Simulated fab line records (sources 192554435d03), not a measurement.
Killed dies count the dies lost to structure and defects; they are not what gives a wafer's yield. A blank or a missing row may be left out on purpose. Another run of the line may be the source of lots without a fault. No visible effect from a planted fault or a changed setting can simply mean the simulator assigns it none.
fab line records	flow n5_finfet
record lots=9	wafers=27	last_day=18
route steps=1938 shown PMOS_HMC_CHANNEL_EPI@78 BEOL_M4@1092
lots with no fault: from the same line, run without faults
start_h: hours from the record's opening day to when the first of the lot's shown wafers began	wait_h: hours since the lot's step before	" the same as in the row above	L1.1+2: one row covering several wafers at once	- no value, or no start given	* or withheld: withheld	< > ~ a bound
route shown NAME@n: names a module that has steps shown in the file, with the first one's number in the route	usual: average and standard deviation across the fault-free wafers	same: alike in all rows	chamber/n: place in a boat	sites: readings site by site	_std_site: standard deviation across them	_edge_site: the outer-site mean with the inner-site mean subtracted	radius_mm: for every site, how far away it sits from the centre of the wafer	mask NAME#n: copy n	behind: the most recent tool/chamber to have shaped the wafer	hold: cause of the lot's hold/its duration in hours/its outcome	device: whichever transistor did not switch (one of n, p or np)	end of line: tests run on the same wafers once the route is complete	a step without rows: its recipe alone	killed: dies lost to structure and defects at the first sort, not the wafer's yield	map: a wafer's dies, x killed, . not, _ none there
set.NAME: the run value of the setting; set.NAME@STEP: its run value at that earlier step	model.NAME: the simulator's own value behind a step, which no gauge read
steps of the route over a sample of lots; a table a step, a row a wafer
services: a tool's chamber out of use, with start hour (start_h, from the record's first day; less than 0 if before it), hours out, and reason
## steps
# step N5_PMOS_HMC_CHANNEL_EPI_EPI_20
# recipe material=SiGe30	mask_material=SiO2	pressure_torr=20	target_thk_a=590	temp_c=600
# usual chamber_pressure_Torr=19.99/0.042
lot.wafer	tool	chamber	start_h	wait_h	chamber_pressure_Torr
L460.3	epi_rpcvd-01	0	18.64	0.6	19.94
L460.4	"	0	"	"	19.94
L460.5	"	0	"	"	19.96
L461.1	epi_rpcvd-01	0	24.35	0.0	19.94
L461.2	"	0	"	"	19.96
L461.5	"	0	"	"	20.04
L462.2	epi_rpcvd-01	0	30.05	0.3	20.00
L462.3	"	0	"	"	20.03
L462.4	"	0	"	"	20.00
L463.1	epi_rpcvd-03	0	36.83	0.0	20.00
L463.3	"	0	"	"	19.99
L463.4	"	0	"	"	19.98
L465.2	epi_rpcvd-01	0	48.48	0.2	20.04
L465.4	"	0	"	"	19.96
L465.6	"	0	"	"	19.98
L467.1	epi_rpcvd-01	0	61.29	0.0	20.04
L467.3	"	0	"	"	19.93
L467.6	"	0	"	"	19.97
L473.1	epi_rpcvd-01	0	96.04	0.0	20.00
L473.2	"	0	"	"	19.98
L473.5	"	0	"	"	19.97
L474.2	epi_rpcvd-01	0	102.63	0.3	19.96
L474.4	"	0	"	"	20.00
L474.5	"	0	"	"	20.04
L483.1	epi_rpcvd-02	0	158.43	0.0	19.94
L483.4	"	0	"	"	19.97
L483.6	"	0	"	"	19.93
# step N5_BEOL_M4_SPUTTER_88
# recipe material=Cu	target_thk_a=45	temp_c=-20	chamber_pressure_pa=0.07	power_w=withheld	time_s=8.29
# usual chuck_gas_flow_sccm=1.27/0.055	chuck_sensor_temp_C=-15.8/0.47	throttle_valve_pct=29.8/1.4
lot.wafer	tool	chamber	start_h	wait_h	chuck_gas_flow_sccm	chuck_sensor_temp_C	throttle_valve_pct
L460.3	pvd_sputter-01	-	166.56	0.1	1.30	-16.2	31.4
L460.4	"	-	"	"	1.29	-15.8	27.2
L460.5	"	-	"	"	1.37	-16.3	31.3
L461.1	pvd_sputter-01	-	181.80	0.1	1.18	-16.1	31.5
L461.2	"	-	"	"	1.20	-15.8	27.4
L461.5	"	-	"	"	1.23	-15.7	27.3
L462.2	pvd_sputter-03	-	188.12	0.1	1.33	-15.7	29.2
L462.3	"	-	"	"	1.24	-16.2	28.8
L462.4	"	-	"	"	1.24	-15.9	28.8
L463.1	pvd_sputter-03	-	198.34	0.1	1.26	-15.6	29.4
L463.3	"	-	"	"	1.26	-16.0	28.7
L463.4	"	-	"	"	1.33	-15.8	31.7
L465.2	pvd_sputter-03	-	209.48	0.1	1.33	-15.6	29.5
L465.4	"	-	"	"	1.23	-15.7	28.9
L465.6	"	-	"	"	1.23	-15.9	29.0
L467.1	pvd_sputter-02	-	223.17	0.1	1.22	-16.3	30.5
L467.3	"	-	"	"	1.29	-16.7	29.8
L467.6	"	-	"	"	1.16	-16.3	30.2
L474.2	pvd_sputter-02	-	266.44	0.1	1.24	-16.5	30.1
L474.4	"	-	"	"	1.17	-15.0	32.0
L474.5	"	-	"	"	1.32	-16.7	30.0
L473.1	pvd_sputter-01	-	272.46	0.1	1.29	-16.2	31.2
L473.2	"	-	"	"	1.28	-15.7	29.2
L473.5	"	-	"	"	1.22	-15.8	27.6
L483.1	pvd_sputter-02	-	333.72	0.1	1.22	-16.6	29.8
L483.4	"	-	"	"	1.17	-14.8	32.2
L483.6	"	-	"	"	1.23	-16.5	30.6
# step N5_BEOL_M4_SPUTTER_92
# recipe material=Cu	target_thk_a=45	temp_c=-20	chamber_pressure_pa=0.07	power_w=withheld	time_s=8.29
# usual chuck_gas_flow_sccm=1.26/0.049	chuck_sensor_temp_C=-15.8/0.46	throttle_valve_pct=29.8/1.4
lot.wafer	tool	chamber	start_h	wait_h	chuck_gas_flow_sccm	chuck_sensor_temp_C	throttle_valve_pct
L460.3	pvd_sputter-01	-	167.00	0.1	1.27	-16.1	31.0
L460.4	"	-	"	"	1.31	-15.8	27.4
L460.5	"	-	"	"	1.24	-16.4	31.3
L461.1	pvd_sputter-01	-	182.24	0.1	1.30	-16.1	31.5
L461.2	"	-	"	"	1.19	-15.9	27.2
L461.5	"	-	"	"	1.28	-15.9	27.8
L462.2	pvd_sputter-03	-	192.41	3.9	1.24	-15.5	29.6
L462.3	"	-	"	"	1.25	-16.1	28.7
L462.4	"	-	"	"	1.22	-15.8	29.2
L463.1	pvd_sputter-03	-	198.78	0.1	1.31	-15.6	29.4
L463.3	"	-	"	"	1.21	-16.2	28.8
L463.4	"	-	"	"	1.30	-15.9	32.0
L465.2	pvd_sputter-03	-	209.92	0.1	1.36	-15.6	29.6
L465.4	"	-	"	"	1.27	-15.7	29.2
L465.6	"	-	"	"	1.23	-15.8	28.7
L467.1	pvd_sputter-02	-	223.61	0.1	1.24	-16.4	30.3
L467.3	"	-	"	"	1.21	-16.4	30.0
L467.6	"	-	"	"	1.24	-16.4	30.2
L474.2	pvd_sputter-02	-	266.88	0.1	1.15	-16.6	29.9
L474.4	"	-	"	"	1.34	-15.0	32.0
L474.5	"	-	"	"	1.18	-16.6	29.9
L473.1	pvd_sputter-01	-	272.90	0.1	1.28	-16.1	31.2
L473.2	"	-	"	"	1.29	-15.6	29.2
L473.5	"	-	"	"	1.23	-15.8	27.6
L483.1	pvd_sputter-02	-	334.16	0.1	1.24	-16.4	30.3
L483.4	"	-	"	"	1.27	-15.1	32.1
L483.6	"	-	"	"	1.24	-16.5	30.4
# step N5_BEOL_M4_INSPECT_59
# recipe inspect_instrument=darkfield	mode=post_dep
# usual raw_defect_count=76/25
lot.wafer	tool	chamber	start_h	wait_h	raw_defect_count
L460.3	defect_inspect-02	-	168.51	0.0	42
L460.4	"	-	"	"	40
L460.5	"	-	"	"	52
L461.1	defect_inspect-01	-	183.94	0.0	60
L461.2	"	-	"	"	82
L461.5	"	-	"	"	97
L462.2	defect_inspect-01	-	193.92	0.0	80
L462.3	"	-	"	"	67
L462.4	"	-	"	"	72
L463.1	defect_inspect-02	-	200.29	0.0	58
L463.3	"	-	"	"	61
L463.4	"	-	"	"	69
L465.2	defect_inspect-02	-	211.46	0.0	86
L465.4	"	-	"	"	83
L465.6	"	-	"	"	68
L467.1	defect_inspect-02	-	225.12	0.0	85
L467.3	"	-	"	"	95
L467.6	"	-	"	"	63
L474.2	defect_inspect-02	-	268.45	0.0	65
L474.4	"	-	"	"	50
L474.5	"	-	"	"	57
L473.1	defect_inspect-02	-	274.76	0.0	53
L473.2	"	-	"	"	74
L473.5	"	-	"	"	89
L483.1	defect_inspect-02	-	336.38	0.0	36
L483.4	"	-	"	"	84
L483.6	"	-	"	"	86
# step N5_BEOL_M4_RC_MEAS_101
# usual DIBL_N=35.9/1.3	DIBL_P=36.3/1.5	IOFF_N=0.153/0.023	IOFF_P=0.208/0.028	IOFF_P_85C=3.6/0.41	IOFF_P_LIN=0.099/0.011	IOFF_P_LONG=0.000105/8.5e-06	ION_N=672/9.7	ION_P=462/6.6	SS_N=71.5/0.53	SS_P=73.3/0.59	VT_N=250.4/2.7	VT_P=-250.5/3	VT_P_LONG=-275.5/2.8	VT_P_LVT=-99/3.1
lot.wafer	tool	chamber	start_h	wait_h	DIBL_N[mV/V]	DIBL_P[mV/V]	IOFF_N[nA/um]	IOFF_P[nA/um]	IOFF_P_85C[nA/um]	IOFF_P_LIN[nA/um]	IOFF_P_LONG[nA/um]	ION_N[uA/um]	ION_P[uA/um]	SS_N[mV/dec]	SS_P[mV/dec]	VT_N[mV]	VT_P[mV]	VT_P_LONG[mV]	VT_P_LVT[mV]
L460.3	prober-02	0	168.84	0.3	35.3	35.2	0.137	0.175	3.1	0.084	9.7e-05	660	453	71.3	73.1	250.9	-254.6	-278.1	-103
L460.4	"	0	"	"	36.9	37.2	0.162	0.197	3.4	0.090	9.5e-05	679	461	71.8	73.7	249.6	-255.0	-278.0	-102
L460.5	"	0	"	"	34.4	33.8	0.120	0.152	2.8	0.076	0.0001	660	450	70.7	72.3	254.1	-257.9	-280.6	-105
L461.1	prober-01	0	183.96	0.0	35.9	35.8	0.154	0.189	3.3	0.089	9.1e-05	673	457	71.3	73.1	251.8	-254.4	-280.0	-100
L461.2	"	0	"	"	37.1	37.6	0.182	0.213	3.7	0.097	9.3e-05	677	457	71.6	73.7	251.6	-250.9	-278.8	-99
L461.5	"	0	"	"	37.2	37.0	0.181	0.215	3.7	0.096	9.3e-05	684	465	72.2	74.0	248.6	-250.2	-279.0	-98
L462.2	prober-02	0	194.10	0.2	34.1	36.7	0.150	0.207	3.6	0.099	0.000114	674	467	71.5	73.5	247.2	-250.3	-274.5	-99
L462.3	"	0	"	"	33.4	36.1	0.139	0.206	3.6	0.099	0.000109	665	463	71.5	73.4	248.8	-250.9	-272.9	-98
L462.4	"	0	"	"	34.4	36.6	0.148	0.195	3.5	0.093	0.00011	664	455	71.6	73.8	246.3	-252.2	-275.2	-100
L463.1	prober-01	0	200.32	0.0	37.3	37.6	0.186	0.275	4.7	0.126	0.000125	672	470	72.6	73.6	245.2	-245.2	-271.2	-92
L463.3	"	0	"	"	35.1	34.8	0.148	0.214	3.7	0.106	0.00012	670	469	71.1	72.8	250.7	-248.0	-271.8	-96
L463.4	"	0	"	"	38.7	39.2	0.218	0.307	5.1	0.135	0.000125	690	478	73.0	73.3	246.7	-243.2	-272.5	-90
L465.2	prober-02	0	211.64	0.2	35.9	36.9	0.143	0.198	3.5	0.093	9.5e-05	655	451	71.9	72.9	253.9	-255.0	-278.5	-102
L465.4	"	0	"	"	37.1	38.6	0.173	0.225	3.8	0.101	9.3e-05	671	461	71.3	73.9	248.6	-249.8	-276.2	-100
L465.6	"	0	"	"	34.8	36.6	0.137	0.194	3.4	0.091	9.5e-05	666	459	70.9	72.7	251.7	-250.7	-279.6	-103
L467.1	prober-01	0	225.15	0.0	37.4	38.0	0.171	0.221	3.7	0.101	0.000104	674	466	72.1	74.5	248.5	-248.4	-275.7	-97
L467.3	"	0	"	"	37.9	38.7	0.185	0.240	4.0	0.107	0.000105	677	466	70.7	74.4	249.1	-250.1	-277.9	-96
L467.6	"	0	"	"	38.0	39.7	0.196	0.259	4.3	0.115	0.000106	682	477	72.0	74.4	246.2	-249.4	-276.4	-94
L474.2	prober-02	0	268.63	0.2	36.0	36.5	0.177	0.330	5.4	0.160	0.000164	687	489	71.6	73.7	243.4	-238.7	-259.0	-85
L474.4	"	0	"	"	37.6	37.4	0.198	0.340	5.6	0.162	0.000159	664	478	72.9	74.1	246.2	-238.0	-258.5	-86
L474.5	"	0	"	"	36.6	36.2	0.174	0.327	5.4	0.159	0.000156	676	483	71.9	73.3	246.1	-236.9	-262.6	-85
L473.1	prober-02	0	274.79	0.0	34.4	33.9	0.117	0.229	4.0	0.114	0.00013	656	464	70.8	72.4	253.0	-242.2	-267.7	-95
L473.2	"	0	"	"	36.0	35.7	0.137	0.268	4.6	0.127	0.000137	656	470	71.7	72.8	252.0	-242.7	-264.0	-92
L473.5	"	0	"	"	37.2	37.1	0.153	0.294	4.9	0.137	0.000138	666	474	71.6	73.2	251.0	-242.8	-265.3	-91
L483.1	prober-02	0	336.40	0.0	35.8	35.8	0.145	0.211	3.7	0.103	0.000108	689	473	70.6	72.9	248.5	-249.6	-272.4	-98
L483.4	"	0	"	"	35.0	34.7	0.134	0.189	3.4	0.095	0.000107	679	469	70.9	72.8	250.8	-249.5	-273.4	-99
L483.6	"	0	"	"	35.3	34.6	0.136	0.192	3.5	0.096	0.000108	672	462	70.7	73.1	250.5	-249.6	-274.7	-100
## services
tool	chamber	start_h	hours	kind
epi_rpcvd-03	-	34.72	0.3	repair
epi_rpcvd-03	-	62.27	2.8	pm
pvd_sputter-02	-	69.55	28.8	repair
epi_rpcvd-01	-	116.06	14.6	pm
pvd_sputter-01	-	118.42	0.9	repair
epi_rpcvd-01	-	130.66	2.8	pm
pvd_sputter-01	-	136.93	1.7	repair
epi_rpcvd-03	-	146.98	6.0	pm
pvd_sputter-01	-	147.86	3.0	repair
pvd_sputter-03	-	229.48	0.6	repair
epi_rpcvd-03	-	236.51	14.6	pm
## key
first_sign step=N5_BEOL_M4_RC_MEAS_101	reading=IOFF_P_LONG	direction=up	sigmas=4.9	usual=0.000105	struck=0.000147
effect step=N5_BEOL_M4_RC_MEAS_101	reading=VT_P_LONG	direction=up	sigmas=4.6	usual=-275.5	struck=-262.8
effect step=N5_BEOL_M4_RC_MEAS_101	reading=IOFF_P_LIN	direction=up	sigmas=4	usual=0.099	struck=0.143
effect step=N5_BEOL_M4_RC_MEAS_101	reading=VT_P	direction=up	sigmas=3.5	usual=-250.5	struck=-240.2
effect step=N5_BEOL_M4_RC_MEAS_101	reading=IOFF_P_85C	direction=up	sigmas=3.3	usual=3.6	struck=5.0
effect step=N5_BEOL_M4_RC_MEAS_101	reading=IOFF_P	direction=up	sigmas=3.2	usual=0.208	struck=0.298
effect step=N5_BEOL_M4_RC_MEAS_101	reading=VT_P_LVT	direction=up	sigmas=3.2	usual=-99	struck=-89
effect step=N5_BEOL_M4_RC_MEAS_101	reading=ION_P	direction=up	sigmas=2.1	usual=462	struck=476
met_at N5_PMOS_HMC_CHANNEL_EPI_EPI_20
struck_lots L473,L474
not_acting_at N5_BEOL_M4_SPUTTER_88,N5_BEOL_M4_SPUTTER_92,N5_BEOL_M4_INSPECT_59
onset_between 61.29 96.04
fault kind=process_parameter_drift	tool=epi_rpcvd-01	chamber=-	onset_h=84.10	steps=N5_PMOS_HMC_CHANNEL_EPI_EPI_20	channel=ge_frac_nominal	offset=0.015	shape=step	end_h=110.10	stated=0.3
